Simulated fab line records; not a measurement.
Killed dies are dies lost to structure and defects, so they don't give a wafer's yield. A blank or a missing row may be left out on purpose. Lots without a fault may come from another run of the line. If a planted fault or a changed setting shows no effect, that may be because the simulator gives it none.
fab line records | flow n5_finfet
record: lots: 4 wafers: 11 last_day: 17
route steps=1938 shown FIN_CUT@157 STI_FIN_REVEAL@183 BEOL_M4@1111 PASSIVATION@1936
lots with no fault: from the same line, run without faults
start_h: the number of hours between the record's first day and the start of the first shown wafer of the lot | wait_h: hours from the lot's prior step to this one | " as in the row above | L1.1+2: one row covering several wafers at once | - no value, or no start was given | * or withheld: withheld | < > ~ a bound
route shown NAME@n: NAME is a module with steps in the file, n the number in the route of the first one | usual: mean/standard deviation taken from wafers without a fault | same: alike in all rows | chamber/n: place in a boat | sites: each site's reading | _std_site: the values' standard deviation | _edge_site: inner sites' mean taken away from outer sites' mean | radius_mm: for every site, how far away it sits from the centre of the wafer | mask NAME#n: copy n | behind: the last tool/chamber to shape the wafer | hold: cause of the lot's hold/its duration in hours/its outcome | device: the transistor (n, p or np) that didn't switch | end of line: the route-end tests of the same wafers | for a step that has no rows: nothing shown but its recipe | killed: dies lost to structure and defects at the first sort, not the wafer's yield | map: shows each die of a wafer: x if killed, . if not, _ if none is there
set.NAME: the run value of the setting; set.NAME@STEP: its run value at that earlier step | model.NAME: the simulator's own value behind a step, which no gauge read
lots at selected steps of the route; one table per step, one row per wafer
services: a tool's chamber out of use, with start hour (start_h, from the record's first day; less than 0 if before it), hours out, and reason
== steps ==
step: N5_FIN_CUT_COAT_02
recipe: resist: CAR-EUV spin_rpm: 1500 resist_thk_nm: 30
step: N5_FIN_CUT_EBR_04
recipe: solvent: PGMEA ebr_width_mm: 1.5
step: N5_FIN_CUT_SOFTBAKE_03
recipe: temp_c: 110 time_s: 60 resist: CAR-EUV
step: N5_FIN_CUT_EXPOSE_05
recipe: mask_id: FIN_CUT na: 0.33 source_shape: annular sigma_inner: 0.35 sigma_outer: 0.8 polarization: unpolarized dose_mj: 45.75
step: N5_FIN_CUT_PEB_06
recipe: peb_temp_c: 100 peb_time_s: 60 resist: CAR-EUV
step: N5_FIN_CUT_DEVELOP_07
recipe: develop_time_s: 30 developer: TMAH resist: CAR-EUV rinse_liquid: surfactant_rinse dry: air_spin dev_temp_c: 23
step: N5_FIN_CUT_DESCUM_13
recipe: chemistry: O2 time_s: 7 source_power_w: 50 bias_power_w: 20 pressure_mtorr: 20 rf_frequency_hz: 2.712e+07 temp_c: 40 resist: CAR-EUV o2_flow_sccm: 225
step: N5_FIN_CUT_ETCH_30
recipe: chemistry: N2/H2 target: underlayer target_depth_a: 130 mask_material: CAR-EUV time_s: 10.4 ion_energy_ev: 200 pressure_mtorr: 30 source_w: 840 bias_w: 150 n2_flow_sccm: 200 h2_flow_sccm: 200 ends: cleared
step: N5_FIN_CUT_ETCH_20
recipe: chemistry: CF4 target: SiARC target_depth_a: 260 mask_material: CAR-EUV time_s: 43.3 ion_energy_ev: 80 pressure_mtorr: 40 source_w: 545 bias_w: 36 Ar_flow_sccm: 100 cf4_flow_sccm: 100 ends: cleared
step: N5_FIN_CUT_ETCH_21
recipe: chemistry: N2/H2 target: SOC target_depth_a: 2190 overetch_a: 438 mask_material: SiARC temp_c: 40 ion_energy_ev: 100 bias_w: 61 time_s: 523.5 pressure_mtorr: 30 source_w: 850 n2_flow_sccm: 200 h2_flow_sccm: 200
usual: drypump_motor_current_A: 5.9/0.44 oes_product_au: 0.73/0.092 rf_vpp_V: 241.2/1.3 run_length_s: 546.8/0.38 showerhead_plenum_p_Torr: 2.58/0.086 throttle_valve_pct: 17.81/0.27
columns lot.wafer tool chamber start_h wait_h drypump_motor_current_A oes_product_au rf_hours_counter_h rf_vpp_V run_length_s showerhead_plenum_p_Torr throttle_valve_pct model.SiARC_of_FIN_CUT_COAT_19.thk_nm model.FIN_CUT.cd_offset_nm
L535.1 rie_diel-06 3 50.63 0.0 5.8 0.82 39 243.7 547.0 2.70 17.57 12 0
L535.2 " 0 " " 6.0 0.65 200 241.6 546.9 2.52 17.92 12.2 -0.4
L535.6 " 1 " " 6.2 0.63 - 241.9 546.8 2.60 17.75 12 -0.4
L548.2 rie_diel-06 0 131.39 0.0 6.0 0.68 225 241.2 492.5 2.51 17.99 12.8 -0.6
L548.4 " 2 " " 5.2 0.90 27 240.7 491.8 2.59 17.69 12.8 -0.6
L549.1 rie_diel-06 2 136.77 0.0 5.2 0.83 28 242.2 546.6 2.58 17.70 11.8 -0.2
L549.2 " 3 " " 5.8 0.84 72 243.1 491.9 2.69 17.62 12.8 -0.2
L549.4 " 1 " " 6.1 0.96 8 241.2 491.8 2.59 17.40 12.6 -0.6
L554.1 rie_diel-03 0 164.95 0.0 6.6 0.83 16 239.8 547.6 2.50 17.71 11.8 -0.4
L554.4 " 1 " " 6.0 0.68 - 241.7 546.4 2.65 18.16 12 0.2
L554.6 " 0 " " 6.7 0.83 - 241.3 547.2 2.50 17.69 11.8 0
step: N5_FIN_CUT_STRIP_23
recipe: chemistry: N2/H2 temp_c: 40 n2_flow_sccm: 200 h2_flow_sccm: 200 rf_frequency_hz: 6e+07
step: N5_FIN_CUT_STRIP_31
recipe: chemistry: N2/H2 temp_c: 40 n2_flow_sccm: 200 h2_flow_sccm: 200 rf_frequency_hz: 6e+07
step: N5_FIN_CUT_STRIP_24
recipe: chemistry: CF4 resist: SiARC power_w: 300 bias_power_w: 75 pressure_mtorr: 50 cf4_flow_sccm: 150 rf_frequency_hz: 6e+07
step: N5_FIN_CUT_CUT_ETCH_26
recipe: chemistry: CH3F/O2 target: SiNx target_depth_a: 390 mask_material: SOC time_s: 55.7 pressure_mtorr: 30 source_w: 395 bias_w: 73 Ar_flow_sccm: 150 CH3F_flow_sccm: 30 O2_flow_sccm: 20 ion_energy_ev: 120
step: N5_FIN_CUT_CUT_ETCH_27
recipe: chemistry: CHF3/O2 target: SiO2 target_depth_a: 40 mask_material: SOC overetch_a: 20 time_s: 4.9 pressure_mtorr: 30 source_w: 650 bias_w: 170 Ar_flow_sccm: 200 CHF3_flow_sccm: 50 O2_flow_sccm: 5 ion_energy_ev: 200
usual: drypump_motor_current_A: 5.9/0.44 oes_ar_750_au: 0.80/0.1 oes_o_777_au: 0.80/0.1 oes_product_au: 0.63/0.078 rf_vpp_V: 525/7.1 showerhead_plenum_p_Torr: 2.44/0.078 throttle_valve_pct: 18.81/0.26
columns lot.wafer tool chamber start_h wait_h drypump_motor_current_A oes_ar_750_au oes_o_777_au oes_product_au rf_hours_counter_h rf_vpp_V showerhead_plenum_p_Torr throttle_valve_pct model.FIN_CUT.cd_offset_nm
L535.1 rie_diel-06 3 51.02 0.0 5.8 0.89 0.89 0.70 39 517 2.55 18.45 0
L535.2 " 0 " " 5.9 0.70 0.70 0.56 200 516 2.39 18.95 -0.4
L535.6 " 1 " " 6.2 0.68 0.69 0.54 - 520 2.48 18.86 -0.4
L548.2 rie_diel-06 0 131.78 0.0 5.9 0.69 0.68 0.54 225 515 2.38 19.00 -0.4
L548.4 " 2 " " 5.2 0.90 0.89 0.71 27 534 2.46 18.73 -0.4
L549.1 rie_diel-06 2 137.15 0.0 5.2 0.89 0.90 0.71 29 534 2.46 18.75 -0.2
L549.2 " 3 " " 5.8 0.85 0.86 0.67 72 517 2.54 18.52 -0.2
L549.4 " 1 " " 6.1 0.96 0.96 0.74 8 519 2.47 18.51 -0.6
L554.1 rie_diel-03 0 165.34 0.0 6.7 0.90 0.90 0.71 16 534 2.37 18.72 -0.4
L554.4 " 1 " " 5.9 0.75 0.75 0.59 - 525 2.51 19.05 0.2
L554.6 " 0 " " 6.7 0.91 0.89 0.72 - 532 2.37 18.71 0
step: N5_FIN_CUT_PRECLEAN_35
recipe: time_s: 13.3 temp_c: 45 pressure_torr: 125 p_hf_torr: 3 p_coreactant_torr: 25 chemistry: vHF
step: N5_FIN_CUT_CUT_ETCH_15
recipe: chemistry: HBr/Cl2/O2 target: Si target_depth_a: 1000 bt_time_s: 10 mask_material: SOC time_s: 42.4 ion_energy_ev: * bias_w: * pressure_mtorr: 10 icp_w: 800 HBr_flow_sccm: 150 Cl2_flow_sccm: 80 O2_flow_sccm: 12
step: N5_FIN_CUT_CUT_ETCH_28
recipe: chemistry: HBr/Cl2/O2 target: Si target_depth_a: 60 mask_material: SOC time_s: 2.4 ion_energy_ev: * bias_w: * pressure_mtorr: 10 icp_w: 800 HBr_flow_sccm: 150 Cl2_flow_sccm: 80 O2_flow_sccm: 12
step: N5_FIN_CUT_STRIP_22
recipe: chemistry: N2/H2 power_w: 500 temp_c: 40 pressure_mtorr: 50 rf_frequency_hz: 6e+07 overash_fraction: 0.3 bias_power_w: 8 h2_frac: 0.5 n2_flow_sccm: 300 h2_flow_sccm: 300
step: N5_FIN_CUT_PRECLEAN_36
recipe: chemistry: O3/DIW time_s: 60 temp_c: 22 o3_ppm: 10
step: N5_FIN_CUT_SRD_32
recipe: dry: ipa_marangoni time_s: 30 temp_c: 23 rinse_liquid: diw
step: N5_FIN_CUT_UV_OZONE_34
recipe: time_s: 120 pressure_torr: 760 temp_c: 25
step: N5_STI_FIN_REVEAL_ALD_00
recipe: material: SiO2 target_thk_a: 10 temp_c: 300 ald_precursor_family: BDEAS ald_co_reactant: O2-plasma pulse_time_s: 1 pressure_torr: 2
step: N5_STI_FIN_REVEAL_ALD_14
recipe: material: Si3N4 target_thk_a: 30 temp_c: 400 ald_precursor_family: SiH2I2 ald_co_reactant: N2/H2-plasma pressure_torr: 2
step: N5_STI_FIN_REVEAL_FCVD_FILL_01
recipe: material: SiO2_flowable target_thk_a: 3120 temp_c: 100 pressure_torr: 0.8 rf_w: 2000 time_s: 512.2
step: N5_STI_FIN_REVEAL_DENSIFY_02
recipe: temp_c: 650 ambient: steam time_s: 1800 idle_temp_c: 400 densification_p_h2o_torr: 640
step: N5_STI_FIN_REVEAL_CMP_04
recipe: stop_on: Si3N4 t_overpolish_s: 4 down_force_psi: 2 platen_rpm: 54.18 post_cmp_clean: alkaline_brush pad_velocity_m_s: 1.078 target_thk_nm: 131.83
step: N5_STI_FIN_REVEAL_DENSIFY_30
recipe: temp_c: * time_s: * ambient: N2 idle_temp_c: 600 ramp_up_c_per_s: 150 ramp_down_c_per_s: 60 cool_to_c: 600
step: N5_STI_FIN_REVEAL_ETCHBACK_08
recipe: chemistry: C4F6/O2 target: SiO2 target_depth_a: 305 time_s: 10.167 ion_energy_ev: 250 pressure_mtorr: 30 source_w: 345 bias_w: 185 Ar_flow_sccm: 300 C4F6_flow_sccm: 10 O2_flow_sccm: 10
step: N5_STI_FIN_REVEAL_STRIP_24
recipe: chemistry: N2/H2 time_s: 90 power_w: 100 temp_c: 40 pressure_mtorr: 100 rf_frequency_hz: 6e+07 bias_power_w: 3 n2_flow_sccm: 300 h2_flow_sccm: 300
step: N5_STI_FIN_REVEAL_PRECLEAN_25
recipe: chemistry: SPM time_s: 90 temp_c: 120 mix: 4:1
step: N5_STI_FIN_REVEAL_PRECLEAN_26
recipe: chemistry: SC1 time_s: 45 temp_c: 46 mix: 1:2:100
step: N5_STI_FIN_REVEAL_PRECLEAN_29
recipe: chemistry: DHF time_s: 30 temp_c: 25 dilution: 300:1
step: N5_STI_FIN_REVEAL_SRD_12
recipe: time_s: 30 temp_c: 23 rinse_liquid: diw dry: ipa_marangoni
step: N5_STI_FIN_REVEAL_RECESS_09
recipe: chemistry: HF/NH3 target: SiO2 afs_cycles: 11 target_depth_a: 425 temp_c: 30 sublimation_temp_c: 180 sublimation_time_s: 60
step: N5_STI_FIN_REVEAL_STRIP_16
recipe: chemistry: H3PO4 material: SiNx temp_c: 165 target_depth_a: 238 overetch_fraction: 0.4964 dry: ipa_marangoni
step: N5_STI_FIN_REVEAL_PRECLEAN_17
recipe: chemistry: NF3:NH3 afs_cycles: 1 temp_c: 30 time_s: 20 sublimation_temp_c: 180 sublimation_time_s: 60 pressure_torr: 3 rf_power_w: 30
step: N5_BEOL_M4_RC_MEAS_101
usual: DIBL_N: 36.3/1.2 DIBL_P: 36.1/1.6 IOFF_N: 0.161/0.023 IOFF_P: 0.209/0.027 ION_N: 676/8.9 ION_P: 462/5.3 SS_N: 71.5/0.51 SS_P: 73.2/0.5 VT_N: 249.1/2.5 VT_P: -249.9/2.8
columns lot.wafer tool chamber start_h wait_h DIBL_N[mV/V] DIBL_P[mV/V] IOFF_N[nA/um] IOFF_P[nA/um] ION_N[uA/um] ION_P[uA/um] SS_N[mV/dec] SS_P[mV/dec] VT_N[mV] VT_P[mV]
L535.1 prober-02 0 185.10 0.0 36.4 35.7 0.148 0.185 678 458 70.9 73.4 247.4 -254.7
L535.2 " 0 " " 34.8 33.5 0.115 0.155 662 454 70.6 72.1 253.5 -255.5
L535.6 " 0 " " 35.2 34.1 0.125 0.163 663 454 70.7 72.9 253.1 -254.3
L548.2 prober-02 0 268.85 0.2 37.9 39.8 0.212 0.239 690 469 72.2 73.5 244.8 -250.4
L548.4 " 0 " " 36.1 37.9 0.167 0.207 691 469 71.4 73.0 246.9 -252.0
L549.1 prober-02 0 274.69 0.0 36.8 35.9 0.171 0.228 679 469 71.4 74.8 248.3 -247.6
L549.2 " 0 " " 37.9 36.5 0.191 0.233 693 464 72.0 73.5 246.8 -248.7
L549.4 " 0 " " 38.8 37.4 0.210 0.256 691 472 72.1 74.3 245.5 -249.8
L554.1 prober-01 0 310.21 0.0 34.6 33.6 0.125 0.169 669 460 71.2 73.0 252.8 -252.1
L554.4 " 0 " " 35.6 34.4 0.136 0.179 672 460 71.8 73.0 252.2 -250.3
L554.6 " 0 " " 36.8 36.1 0.154 0.201 677 459 71.5 73.3 249.4 -251.0
step: N5_PASSIVATION_PROBE_49
usual: defect_limited_yield: 91.3/1.5 killed_at_M0_to_M3: 35/10 killed_at_M4_up: 13/5.3 killed_at_contacts: 12/5.7 killed_at_front_end: 39/11 killed_at_other: 3.3/2.7 killed_dies: 102/18 killed_open: 67/13 killed_short: 34/7.8 sort_bin_5_function: 5.1/1 sort_bin_6_memory: 3.3/0.68 sort_n_pass: 1078/18 sort_yield_pct: 91.3/1.5
same: gross_dies: 1180 killed_at_back_side: 0 sort_bin_4_leakage[%]: 0 sort_bin_8_speed[%]: 0
columns lot.wafer tool chamber start_h wait_h defect_limited_yield[%] killed_at_M0_to_M3 killed_at_M4_up killed_at_contacts killed_at_front_end killed_at_other killed_dies killed_open killed_short sort_bin_5_function[%] sort_bin_6_memory[%] sort_n_pass sort_yield_pct[%]
L548.2 prober-02 - 370.09 0.1 75.3 24 13 6 245 4 292 60 25 22.0 2.4 888 75.3
L548.4 prober-02 - 370.19 0.2 87.9 35 17 3 83 5 143 65 41 8.2 3.6 1037 87.9
L549.2 prober-01 - 372.89 0.1 88.6 44 12 12 64 3 135 68 34 7.4 3.8 1045 88.6
L549.4 prober-01 - 372.99 0.2 92.4 28 9 14 34 5 90 60 23 4.7 2.8 1090 92.4
killed by level:class
L548.2 FIN_CUT:area_etch=205 STI_FIN_REVEAL:geometric_particle:open=10 GATE_CUT:geometric_particle:open=9 BEOL_M1:geometric_particle:open=9 BEOL_M0_SAQP:geometric_particle:short=5 FIN_SAQP:geometric_particle:open=4 MOL_CONTACT_COAG:geometric_particle:open=4 BEOL_M1:geometric_particle:short=4
L548.4 FIN_CUT:area_etch=37 FIN_SAQP:geometric_particle:short=10 FIN_SAQP:geometric_particle:open=10 STI_FIN_REVEAL:geometric_particle:open=10 BEOL_M0_SAQP:geometric_particle:short=9 BEOL_M0_SAQP:geometric_particle:open=7 BEOL_M1:geometric_particle:open=7 BEOL_M4:geometric_particle:open=6
L549.2 FIN_CUT:area_etch=32 BEOL_M0_SAQP:geometric_particle:open=19 BEOL_M0_SAQP:geometric_particle:short=13 MOL_CONTACT_COAG:geometric_particle:open=10 FIN_SAQP:geometric_particle:open=7 STI_FIN_REVEAL:geometric_particle:open=6 FIN_SAQP:geometric_particle:short=5 BEOL_M5:geometric_particle:open=5
L549.4 MOL_CONTACT_COAG:geometric_particle:open=11 BEOL_M0_SAQP:geometric_particle:open=8 BEOL_M0_SAQP:geometric_particle:short=8 STI_FIN_REVEAL:geometric_particle:open=7 FIN_CUT:area_etch=7 BEOL_M3:geometric_particle:open=5 FIN_SAQP:geometric_particle:open=4 BEOL_M2:geometric_particle:open=4
map L548.2 (x killed, . not)
_________________............________________
______________.................._____________
___________...................x....__________
__________x........................._________
________.....xx.........x....xx....x.._______
_______.....x..x.........x.xxx.........______
______.....x.....x.....x..xx..x........._____
_____.....x............xxxxxxxxx...x.....____
____.......x..x....x..x.xxxxxxxxx.........___
___.............x....xx.xxxxxxxxxxxx....x..__
___.........x.x.......xxxxxxxxxxxx.x...x...__
__x...x....x..........xxxxxxxxxxxxxxxxx....._
__x.x..............xxxxxxxxxxxxxxxxxx...x..._
_......x..........xx.xxxxxxxxxxxxxxx.xx......
_.......x.x.....xx.xx.xxxxxxxxxx.x.x.xxx.....
_.....x.........x..xxxxxx..xxxx.xxx.x...x.x..
_..........x....x....xx.xxx.x.x.x...x........
_..x......x...x..x..x...x.xx.xxx..x..........
_............x......x..x....x...x.x.......x..
_...............................x..x......x..
_..................x..x....x..x.xx...........
__.............x......x..x......x....x......_
__...xx.....x............xxx.......x........_
___........x.x.....x.....xx...xx....x...x..__
___................x...x...xxx...xx........__
____.....x..........x...xxx.xxxx...xx.....___
_____.........x..x..x.x.x.xx.............____
______.....x.x.x....xxxxx..............._____
_______...x........x..xxx.x...x........______
________..x......xx.x....x...x........_______
__________......x..x.x.............._________
___________...........x.x..x.x.....__________
______________....x......x....x._____________
_________________............________________
map L549.2 (x killed, . not)
_________________............________________
______________.......x.........._____________
___________x..x........x......x....__________
__________x....x..x......x.........._________
________...........x...........x.x.x.._______
_______.x..........xx...x..............______
______..x...........x..................._____
_____..........x.....x.........x.....x...____
____....x............x..x.....x....x......___
___.x...............xx........x.........x..__
___.............xx.....x.x.x..........x..x.__
__...........................x.............._
__..x....x.....x.xx......xx..x.....x..x....._
_....x.x........xx.x....x..x...x.x...x..x....
_........xx..x...............................
_.........x..x.x........x...x...........x....
_.......x.....xxx........x...................
_................xx..x.......x...............
_..x.....x......................x..x......x..
_.........x.x...x..........xx......x...x.....
_x.....x...x.x......x.xx.x.....x.............
__.x.....x....x..........x.....x.x.........._
__............x....................x........_
___..................xx.............x....x.__
___.x............x.x...............x.......__
____......................................___
_____.......x......................xx....____
______.........................x....x..._____
_______..........x.........xx......x...______
________..............x....x.........._______
__________.....................x...._________
___________...x...x.......x..x.....__________
______________......xx.........._____________
_________________............________________
== services ==
columns tool chamber start_h hours kind
rie_diel-03 - 29.48 0.5 repair
rie_diel-06 2 54.54 - clean
rie_diel-06 2 54.54 - consumable_replace:focus_ring
rie_diel-06 2 54.54 11.3 scheduled_down
rie_diel-06 2 54.54 11.3 vent_cycle
rie_diel-06 1 87.13 - clean
rie_diel-06 1 87.13 - consumable_replace:focus_ring
rie_diel-06 1 87.13 27.5 scheduled_down
rie_diel-06 1 87.13 27.5 vent_cycle
rie_diel-06 0 88.86 4.1 repair
rie_diel-03 0 98.81 - clean
rie_diel-03 0 98.81 - consumable_replace:focus_ring
rie_diel-03 0 98.81 21.2 scheduled_down
rie_diel-03 0 98.81 21.2 vent_cycle
rie_diel-06 2 117.42 1.2 repair
rie_diel-03 3 164.52 1.7 repair
== key ==
first_sign: step: N5_FIN_CUT_ETCH_21 reading: run_length_s direction: down sigmas: 99+ usual: * struck: *
effect: step: N5_PASSIVATION_PROBE_49 reading: killed_at_front_end direction: up sigmas: 6.2 usual: 39 struck: 106 wafers_moved: 3
model_effect: step: N5_FIN_CUT_ETCH_21 value: SiARC_of_FIN_CUT_COAT_19.thk_nm without: 11.9 struck: 12.75
model_effect: step: N5_FIN_CUT_CUT_ETCH_27 value: FIN_CUT.cd_offset_nm without: 0.2 struck: -0.4
more_kills_born_at: N5_FIN_CUT_ETCH_21@rie_diel-06: 281
met_at N5_FIN_CUT_ETCH_21
struck_wafers L548.2,L548.4,L549.2,L549.4
onset_between 50.63 131.39
fault: kind: process_parameter_drift tool: rie_diel-06 chamber: - onset_h: 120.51 steps: N5_FIN_CUT_ETCH_21 channel: time_s offset: * shape: step end_h: 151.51 scope: struck_wafers_only acts_in: * stated: *
